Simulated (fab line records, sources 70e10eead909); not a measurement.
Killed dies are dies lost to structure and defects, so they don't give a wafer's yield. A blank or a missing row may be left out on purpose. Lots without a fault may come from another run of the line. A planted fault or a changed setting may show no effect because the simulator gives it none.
Chamber matching | flow nand_harc | NHARC_A_CONTACT_ETCH_90 on rie_diel-02: 4 sister chambers
The step etches the open film in CH3F/O2, target depth 40 nm, time 85.7 s. 8 wafers are shown with their chamber, then 12 later ones without.

WAFERS WITH THEIR CHAMBER
wafer  | chamber | showerhead_plenum_p_Torr (Torr) | drypump_motor_current_A (A)
L087.3 | 0       | 2.54                            | 5.7
L087.6 | 3       | 2.55                            | 6.1
L090.1 | 2       | 2.28                            | 5.4
L090.2 | 1       | 2.53                            | 5.0
L090.6 | 0       | 2.53                            | 5.7
L089.2 | 1       | 2.52                            | 5.0
L089.3 | 2       | 2.28                            | 5.3
L089.6 | 3       | 2.54                            | 6.1

WAFERS WITHOUT THEIR CHAMBER
wafer  | showerhead_plenum_p_Torr (Torr) | drypump_motor_current_A (A)
L091.2 | 2.54                            | 6.1
L091.3 | 2.28                            | 5.3
L091.6 | 2.53                            | 5.7
L093.2 | 2.52                            | 5.0
L093.3 | 2.53                            | 5.7
L093.4 | 2.28                            | 5.3
L095.1 | 2.54                            | 6.1
L095.2 | 2.28                            | 5.3
L095.5 | 2.53                            | 5.7
L094.1 | 2.54                            | 6.1
L094.2 | 2.28                            | 5.3
L094.5 | 2.54                            | 6.1

WHICH CHAMBER EACH WENT THROUGH
wafer  | from the rows above | in truth
L091.2 | 3                   | 3
L091.3 | 2                   | 2
L091.6 | 0                   | 0
L093.2 | 1                   | 1
L093.3 | 0                   | 0
L093.4 | 2                   | 2
L095.1 | 3                   | 3
L095.2 | 2                   | 2
L095.5 | 0                   | 0
L094.1 | 3                   | 3
L094.2 | 2                   | 2
L094.5 | 3                   | 3
Placed correctly: 12 of 12. Can't be placed from these rows: 0. Placed wrongly: 0.
How it was worked out, from the rows above alone: a wafer's distance from a chamber is the root of the sum, over the readings, of the square of ((its reading less the chamber's mean) divided by the reading's scatter). The wafer belongs to the nearest chamber; if the next one is less than 2 further off, it can't be placed. A chamber's mean is the mean of its shown wafers. The scatter: the root of (the sum of the squares of (reading less its chamber's mean) over the shown wafers, divided by (wafers less chambers)).
